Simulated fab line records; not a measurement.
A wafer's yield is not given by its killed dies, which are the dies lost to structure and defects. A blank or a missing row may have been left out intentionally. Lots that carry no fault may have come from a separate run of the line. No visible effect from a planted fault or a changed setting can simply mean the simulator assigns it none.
Which tool was responsible? || flow nand-harc || 14 lots with 42 wafers sampled at 4 steps, on a route of 1302 steps

## WHAT THE GAUGES READ, wafer by wafer
The record lacks any reading of a measuring or inspecting step that a usual standard deviation could be used to judge.

## WHAT TOOL EACH LOT RAN ON (gives the tool, then ch and the chambers of the sampled wafers, and finally the start)
{"lot": "L230", "NHARC_A_CONTACT_DESCUM_47": "rie-diel-01 ch 0,2,3, day 21 20:10", "NHARC_A_CONTACT_ETCH_112": "har-cap-etch-02 ch 0,1, day 21 22:13", "NHARC_A_CONTACT_ETCH_116": "har-cap-etch-02 ch 0,1, day 21 22:53", "NHARC_A_CONTACT_ETCH_121": "har-cap-etch-02 ch 0,1, day 21 23:45"}
{"lot": "L233", "NHARC_A_CONTACT_DESCUM_47": "rie-diel-08 ch 0,3, day 23 00:07", "NHARC_A_CONTACT_ETCH_112": "har-cap-etch-02 ch 0,1, day 23 02:22", "NHARC_A_CONTACT_ETCH_116": "har-cap-etch-02 ch 0,1, day 23 03:03", "NHARC_A_CONTACT_ETCH_121": "har-cap-etch-02 ch 0,1, day 23 03:54"}
{"lot": "L232", "NHARC_A_CONTACT_DESCUM_47": "rie-diel-08 ch 1,2,3, day 23 00:17", "NHARC_A_CONTACT_ETCH_112": "har-cap-etch-01 ch 0,1, day 23 03:13", "NHARC_A_CONTACT_ETCH_116": "har-cap-etch-01 ch 0,1, day 23 03:55", "NHARC_A_CONTACT_ETCH_121": "har-cap-etch-01 ch 0,1, day 23 04:46"}
{"lot": "L234", "NHARC_A_CONTACT_DESCUM_47": "rie-diel-04 ch 0,1,2, day 23 18:05", "NHARC_A_CONTACT_ETCH_112": "har-cap-etch-01 ch 0,1, day 23 20:17", "NHARC_A_CONTACT_ETCH_116": "har-cap-etch-01 ch 0,1, day 23 21:11", "NHARC_A_CONTACT_ETCH_121": "har-cap-etch-01 ch 0,1, day 23 22:20"}
{"lot": "L236", "NHARC_A_CONTACT_DESCUM_47": "rie-diel-08 ch 0,2,3, day 24 03:48", "NHARC_A_CONTACT_ETCH_112": "har-cap-etch-02 ch 0,1, day 24 05:49", "NHARC_A_CONTACT_ETCH_116": "har-cap-etch-02 ch 0,1, day 24 06:30", "NHARC_A_CONTACT_ETCH_121": "har-cap-etch-02 ch 0,1, day 24 07:21"}
{"lot": "L238", "NHARC_A_CONTACT_DESCUM_47": "rie-diel-08 ch 0,3, day 25 03:44", "NHARC_A_CONTACT_ETCH_112": "har-cap-etch-01 ch 0,1, day 25 05:46", "NHARC_A_CONTACT_ETCH_116": "har-cap-etch-01 ch 0,1, day 25 06:26", "NHARC_A_CONTACT_ETCH_121": "har-cap-etch-01 ch 0,1, day 25 07:18"}
{"lot": "L243", "NHARC_A_CONTACT_DESCUM_47": "rie-diel-08 ch 0,3, day 28 10:04", "NHARC_A_CONTACT_ETCH_112": "har-cap-etch-02 ch 0,1, day 28 12:07", "NHARC_A_CONTACT_ETCH_116": "har-cap-etch-02 ch 0,1, day 28 12:48", "NHARC_A_CONTACT_ETCH_121": "har-cap-etch-02 ch 0,1, day 28 13:40"}
{"lot": "L248", "NHARC_A_CONTACT_DESCUM_47": "rie-diel-08 ch 0,2,3, day 28 21:43", "NHARC_A_CONTACT_ETCH_112": "har-cap-etch-02 ch 0,1, day 28 23:43", "NHARC_A_CONTACT_ETCH_116": "har-cap-etch-02 ch 0,1, day 29 00:24", "NHARC_A_CONTACT_ETCH_121": "har-cap-etch-02 ch 0,1, day 29 01:16"}
{"lot": "L247", "NHARC_A_CONTACT_DESCUM_47": "rie-diel-04 ch 0,2,3, day 29 01:59", "NHARC_A_CONTACT_ETCH_112": "har-cap-etch-03 ch 0,1, day 29 04:03", "NHARC_A_CONTACT_ETCH_116": "har-cap-etch-03 ch 0,1, day 29 04:44", "NHARC_A_CONTACT_ETCH_121": "har-cap-etch-03 ch 0,1, day 29 05:35"}
{"lot": "L246", "NHARC_A_CONTACT_DESCUM_47": "rie-diel-04 ch 2,3, day 29 10:50", "NHARC_A_CONTACT_ETCH_112": "har-cap-etch-03 ch 0,1, day 29 13:07", "NHARC_A_CONTACT_ETCH_116": "har-cap-etch-03 ch 0,1, day 29 14:02", "NHARC_A_CONTACT_ETCH_121": "har-cap-etch-03 ch 0,1, day 29 15:10"}
{"lot": "L249", "NHARC_A_CONTACT_DESCUM_47": "rie-diel-04 ch 0,2,3, day 30 01:49", "NHARC_A_CONTACT_ETCH_112": "har-cap-etch-01 ch 0,1, day 30 03:56", "NHARC_A_CONTACT_ETCH_116": "har-cap-etch-01 ch 0,1, day 30 04:37", "NHARC_A_CONTACT_ETCH_121": "har-cap-etch-01 ch 0,1, day 30 05:28"}
{"lot": "L250", "NHARC_A_CONTACT_DESCUM_47": "rie-diel-04 ch 0,3, day 30 03:57", "NHARC_A_CONTACT_ETCH_112": "har-cap-etch-02 ch 0, day 30 06:01", "NHARC_A_CONTACT_ETCH_116": "har-cap-etch-02 ch 0, day 30 06:42", "NHARC_A_CONTACT_ETCH_121": "har-cap-etch-02 ch 0, day 30 07:33"}
{"lot": "L252", "NHARC_A_CONTACT_DESCUM_47": "rie-diel-08 ch 1,2,3, day 30 21:34", "NHARC_A_CONTACT_ETCH_112": "har-cap-etch-01 ch 0,1, day 30 23:35", "NHARC_A_CONTACT_ETCH_116": "har-cap-etch-01 ch 0,1, day 31 00:16", "NHARC_A_CONTACT_ETCH_121": "har-cap-etch-01 ch 0,1, day 31 01:07"}
{"lot": "L251", "NHARC_A_CONTACT_DESCUM_47": "rie-diel-04 ch 1,2, day 31 02:18", "NHARC_A_CONTACT_ETCH_112": "har-cap-etch-02 ch 0,1, day 31 04:52", "NHARC_A_CONTACT_ETCH_116": "har-cap-etch-02 ch 0,1, day 31 05:32", "NHARC_A_CONTACT_ETCH_121": "har-cap-etch-02 ch 0,1, day 31 06:23"}
- NHARC_A_CONTACT_DESCUM_47: chemistry O2, time 3 s.
- NHARC_A_CONTACT_ETCH_112: etches the open film in C4F8/O2/Ar, time 190 s, target depth 1850 nm.
- NHARC_A_CONTACT_ETCH_116: etches the open film in C4F8/O2/Ar, time 190 s, target depth 1850 nm.
- NHARC_A_CONTACT_ETCH_121: etches the open film in C4F8/O2/Ar, time 190 s, target depth 1850 nm.

## AS READ BY THE TOOLS THEMSELVES (means over the sampled wafers that have a number; for cases with no such wafer, the mark the record gives instead)
NHARC_A_CONTACT_DESCUM_47. Usual: drypump-motor-current-A 5.9 A, standard deviation 0.51; oes-product-au 0.998 a.u., standard deviation 0.011; rf-vpp-V 58.0 V, standard deviation 0.89; showerhead-plenum-p-Torr 1.92 Torr, standard deviation 0.085; throttle-valve-pct 11.310 %, standard deviation 0.0086.
{"lot": "L230", "tool": "rie-diel-01", "drypump-motor-current-A (A)": 5.8, "oes-product-au (a.u.)": 1.005, "rf-vpp-V (V)": 58.1, "showerhead-plenum-p-Torr (Torr)": 1.87, "throttle-valve-pct (%)": 11.307, "flag": ""}
{"lot": "L233", "tool": "rie-diel-08", "drypump-motor-current-A (A)": 5.9, "oes-product-au (a.u.)": 1.002, "rf-vpp-V (V)": 57.5, "showerhead-plenum-p-Torr (Torr)": 1.86, "throttle-valve-pct (%)": 11.310, "flag": ""}
{"lot": "L232", "tool": "rie-diel-08", "drypump-motor-current-A (A)": 6.2, "oes-product-au (a.u.)": 0.986, "rf-vpp-V (V)": 58.4, "showerhead-plenum-p-Torr (Torr)": 1.87, "throttle-valve-pct (%)": 11.313, "flag": ""}
{"lot": "L234", "tool": "rie-diel-04", "drypump-motor-current-A (A)": 5.9, "oes-product-au (a.u.)": 1.007, "rf-vpp-V (V)": 58.1, "showerhead-plenum-p-Torr (Torr)": 1.99, "throttle-valve-pct (%)": 11.311, "flag": ""}
{"lot": "L236", "tool": "rie-diel-08", "drypump-motor-current-A (A)": 5.9, "oes-product-au (a.u.)": 0.990, "rf-vpp-V (V)": 57.4, "showerhead-plenum-p-Torr (Torr)": 1.86, "throttle-valve-pct (%)": 11.311, "flag": ""}
{"lot": "L238", "tool": "rie-diel-08", "drypump-motor-current-A (A)": 5.9, "oes-product-au (a.u.)": 0.989, "rf-vpp-V (V)": 58.2, "showerhead-plenum-p-Torr (Torr)": 1.86, "throttle-valve-pct (%)": 11.310, "flag": ""}
{"lot": "L243", "tool": "rie-diel-08", "drypump-motor-current-A (A)": 5.9, "oes-product-au (a.u.)": 1.000, "rf-vpp-V (V)": 57.7, "showerhead-plenum-p-Torr (Torr)": 1.86, "throttle-valve-pct (%)": 11.315, "flag": ""}
{"lot": "L248", "tool": "rie-diel-08", "drypump-motor-current-A (A)": 5.9, "oes-product-au (a.u.)": 1.002, "rf-vpp-V (V)": 57.6, "showerhead-plenum-p-Torr (Torr)": 1.86, "throttle-valve-pct (%)": 11.312, "flag": ""}
{"lot": "L247", "tool": "rie-diel-04", "drypump-motor-current-A (A)": 5.8, "oes-product-au (a.u.)": 0.993, "rf-vpp-V (V)": 58.3, "showerhead-plenum-p-Torr (Torr)": 2.04, "throttle-valve-pct (%)": 11.312, "flag": ""}
{"lot": "L246", "tool": "rie-diel-04", "drypump-motor-current-A (A)": 5.2, "oes-product-au (a.u.)": 0.994, "rf-vpp-V (V)": 58.7, "showerhead-plenum-p-Torr (Torr)": 2.04, "throttle-valve-pct (%)": 11.318, "flag": ""}
{"lot": "L249", "tool": "rie-diel-04", "drypump-motor-current-A (A)": 5.8, "oes-product-au (a.u.)": 1.001, "rf-vpp-V (V)": 58.2, "showerhead-plenum-p-Torr (Torr)": 2.04, "throttle-valve-pct (%)": 11.312, "flag": ""}
{"lot": "L250", "tool": "rie-diel-04", "drypump-motor-current-A (A)": 6.3, "oes-product-au (a.u.)": 0.997, "rf-vpp-V (V)": 58.1, "showerhead-plenum-p-Torr (Torr)": 2.05, "throttle-valve-pct (%)": 11.315, "flag": ""}
{"lot": "L252", "tool": "rie-diel-08", "drypump-motor-current-A (A)": 6.3, "oes-product-au (a.u.)": 0.986, "rf-vpp-V (V)": 57.5, "showerhead-plenum-p-Torr (Torr)": 1.86, "throttle-valve-pct (%)": 11.309, "flag": ""}
{"lot": "L251", "tool": "rie-diel-04", "drypump-motor-current-A (A)": 5.4, "oes-product-au (a.u.)": 1.004, "rf-vpp-V (V)": 58.3, "showerhead-plenum-p-Torr (Torr)": 1.97, "throttle-valve-pct (%)": 11.311, "flag": ""}

NHARC_A_CONTACT_ETCH_112. Usual: chamber-pressure-mTorr 20.001 mTorr, standard deviation 0.02; oes-air-line-au 0.998 a.u., standard deviation 0.019.
{"lot": "L230", "tool": "har-cap-etch-02", "chamber-pressure-mTorr (mTorr)": 19.985, "oes-air-line-au (a.u.)": 1.011, "flag": ""}
{"lot": "L233", "tool": "har-cap-etch-02", "chamber-pressure-mTorr (mTorr)": 20.009, "oes-air-line-au (a.u.)": 1.002, "flag": ""}
{"lot": "L232", "tool": "har-cap-etch-01", "chamber-pressure-mTorr (mTorr)": 20.016, "oes-air-line-au (a.u.)": 0.985, "flag": ""}
{"lot": "L234", "tool": "har-cap-etch-01", "chamber-pressure-mTorr (mTorr)": 19.994, "oes-air-line-au (a.u.)": 0.993, "flag": ""}
{"lot": "L236", "tool": "har-cap-etch-02", "chamber-pressure-mTorr (mTorr)": 20.004, "oes-air-line-au (a.u.)": 1.014, "flag": ""}
{"lot": "L238", "tool": "har-cap-etch-01", "chamber-pressure-mTorr (mTorr)": 19.983, "oes-air-line-au (a.u.)": 0.978, "flag": ""}
{"lot": "L243", "tool": "har-cap-etch-02", "chamber-pressure-mTorr (mTorr)": "-", "oes-air-line-au (a.u.)": "-", "flag": "OFF"}
{"lot": "L248", "tool": "har-cap-etch-02", "chamber-pressure-mTorr (mTorr)": 20.016, "oes-air-line-au (a.u.)": 1.009, "flag": ""}
{"lot": "L247", "tool": "har-cap-etch-03", "chamber-pressure-mTorr (mTorr)": 19.992, "oes-air-line-au (a.u.)": 0.994, "flag": ""}
{"lot": "L246", "tool": "har-cap-etch-03", "chamber-pressure-mTorr (mTorr)": "-", "oes-air-line-au (a.u.)": "-", "flag": "OFF"}
{"lot": "L249", "tool": "har-cap-etch-01", "chamber-pressure-mTorr (mTorr)": 19.988, "oes-air-line-au (a.u.)": 1.009, "flag": ""}
{"lot": "L250", "tool": "har-cap-etch-02", "chamber-pressure-mTorr (mTorr)": 19.987, "oes-air-line-au (a.u.)": 1.002, "flag": ""}
{"lot": "L252", "tool": "har-cap-etch-01", "chamber-pressure-mTorr (mTorr)": 20.008, "oes-air-line-au (a.u.)": 0.984, "flag": ""}
{"lot": "L251", "tool": "har-cap-etch-02", "chamber-pressure-mTorr (mTorr)": 20.006, "oes-air-line-au (a.u.)": 0.969, "flag": ""}

NHARC_A_CONTACT_ETCH_116. Usual: chamber-pressure-mTorr 19.997 mTorr, standard deviation 0.018; oes-air-line-au 1.004 a.u., standard deviation 0.021.
{"lot": "L230", "tool": "har-cap-etch-02", "chamber-pressure-mTorr (mTorr)": 20.003, "oes-air-line-au (a.u.)": 1.015, "flag": ""}
{"lot": "L233", "tool": "har-cap-etch-02", "chamber-pressure-mTorr (mTorr)": 19.988, "oes-air-line-au (a.u.)": 1.001, "flag": ""}
{"lot": "L232", "tool": "har-cap-etch-01", "chamber-pressure-mTorr (mTorr)": 20.017, "oes-air-line-au (a.u.)": 0.989, "flag": ""}
{"lot": "L234", "tool": "har-cap-etch-01", "chamber-pressure-mTorr (mTorr)": 19.983, "oes-air-line-au (a.u.)": 1.004, "flag": ""}
{"lot": "L236", "tool": "har-cap-etch-02", "chamber-pressure-mTorr (mTorr)": 20.004, "oes-air-line-au (a.u.)": 0.998, "flag": ""}
{"lot": "L238", "tool": "har-cap-etch-01", "chamber-pressure-mTorr (mTorr)": 19.986, "oes-air-line-au (a.u.)": 1.016, "flag": ""}
{"lot": "L243", "tool": "har-cap-etch-02", "chamber-pressure-mTorr (mTorr)": 20.001, "oes-air-line-au (a.u.)": 1.003, "flag": ""}
{"lot": "L248", "tool": "har-cap-etch-02", "chamber-pressure-mTorr (mTorr)": 20.002, "oes-air-line-au (a.u.)": 1.012, "flag": ""}
{"lot": "L247", "tool": "har-cap-etch-03", "chamber-pressure-mTorr (mTorr)": 20.001, "oes-air-line-au (a.u.)": 1.009, "flag": ""}
{"lot": "L246", "tool": "har-cap-etch-03", "chamber-pressure-mTorr (mTorr)": 19.990, "oes-air-line-au (a.u.)": 1.010, "flag": ""}
{"lot": "L249", "tool": "har-cap-etch-01", "chamber-pressure-mTorr (mTorr)": 20.004, "oes-air-line-au (a.u.)": 1.007, "flag": ""}
{"lot": "L250", "tool": "har-cap-etch-02", "chamber-pressure-mTorr (mTorr)": 19.975, "oes-air-line-au (a.u.)": 1.016, "flag": ""}
{"lot": "L252", "tool": "har-cap-etch-01", "chamber-pressure-mTorr (mTorr)": 19.988, "oes-air-line-au (a.u.)": 0.986, "flag": ""}
{"lot": "L251", "tool": "har-cap-etch-02", "chamber-pressure-mTorr (mTorr)": 19.997, "oes-air-line-au (a.u.)": 1.016, "flag": ""}

NHARC_A_CONTACT_ETCH_121. Usual: chamber-pressure-mTorr 20.002 mTorr, standard deviation 0.02; oes-air-line-au 1.005 a.u., standard deviation 0.023.
{"lot": "L230", "tool": "har-cap-etch-02", "chamber-pressure-mTorr (mTorr)": 19.996, "oes-air-line-au (a.u.)": 1.014, "flag": ""}
{"lot": "L233", "tool": "har-cap-etch-02", "chamber-pressure-mTorr (mTorr)": 19.998, "oes-air-line-au (a.u.)": 1.009, "flag": ""}
{"lot": "L232", "tool": "har-cap-etch-01", "chamber-pressure-mTorr (mTorr)": 19.994, "oes-air-line-au (a.u.)": 1.018, "flag": ""}
{"lot": "L234", "tool": "har-cap-etch-01", "chamber-pressure-mTorr (mTorr)": 20.015, "oes-air-line-au (a.u.)": 1.012, "flag": ""}
{"lot": "L236", "tool": "har-cap-etch-02", "chamber-pressure-mTorr (mTorr)": 20.001, "oes-air-line-au (a.u.)": 0.999, "flag": ""}
{"lot": "L238", "tool": "har-cap-etch-01", "chamber-pressure-mTorr (mTorr)": 20.003, "oes-air-line-au (a.u.)": 1.001, "flag": ""}
{"lot": "L243", "tool": "har-cap-etch-02", "chamber-pressure-mTorr (mTorr)": 20.004, "oes-air-line-au (a.u.)": 0.970, "flag": ""}
{"lot": "L248", "tool": "har-cap-etch-02", "chamber-pressure-mTorr (mTorr)": 20.006, "oes-air-line-au (a.u.)": 1.000, "flag": ""}
{"lot": "L247", "tool": "har-cap-etch-03", "chamber-pressure-mTorr (mTorr)": 20.012, "oes-air-line-au (a.u.)": 1.022, "flag": ""}
{"lot": "L246", "tool": "har-cap-etch-03", "chamber-pressure-mTorr (mTorr)": 20.006, "oes-air-line-au (a.u.)": 0.999, "flag": ""}
{"lot": "L249", "tool": "har-cap-etch-01", "chamber-pressure-mTorr (mTorr)": 20.005, "oes-air-line-au (a.u.)": 1.012, "flag": ""}
{"lot": "L250", "tool": "har-cap-etch-02", "chamber-pressure-mTorr (mTorr)": 19.991, "oes-air-line-au (a.u.)": 0.978, "flag": ""}
{"lot": "L252", "tool": "har-cap-etch-01", "chamber-pressure-mTorr (mTorr)": 19.998, "oes-air-line-au (a.u.)": 1.002, "flag": ""}
{"lot": "L251", "tool": "har-cap-etch-02", "chamber-pressure-mTorr (mTorr)": 19.987, "oes-air-line-au (a.u.)": 0.994, "flag": ""}

## THE ANSWER, worked out from the rows above alone
Rule: a lot is off if the mean of its wafers that have a number lies more than 3 standard deviations from the usual mean. A lot without any number at a reading at which 4 lots or more have one is off too. The other lots that the step has rows for count as sound. First the gauges in route order, then the tools' own readings, where a lot's mean is used as printed above. At the first step where some lot is off, the reading lying furthest off is the one used; lots without a number count as furthest.
Off: L243, L246, at NHARC_A_CONTACT_ETCH_112 (chamber-pressure-mTorr). Without a number there: L243, L246.
A tool fits if, at that step or a process step before it, it ran every lot that is off, and no sound lot after the first of them. None of those tried fits.

## WHAT THE SIMULATOR HAD PUT IN
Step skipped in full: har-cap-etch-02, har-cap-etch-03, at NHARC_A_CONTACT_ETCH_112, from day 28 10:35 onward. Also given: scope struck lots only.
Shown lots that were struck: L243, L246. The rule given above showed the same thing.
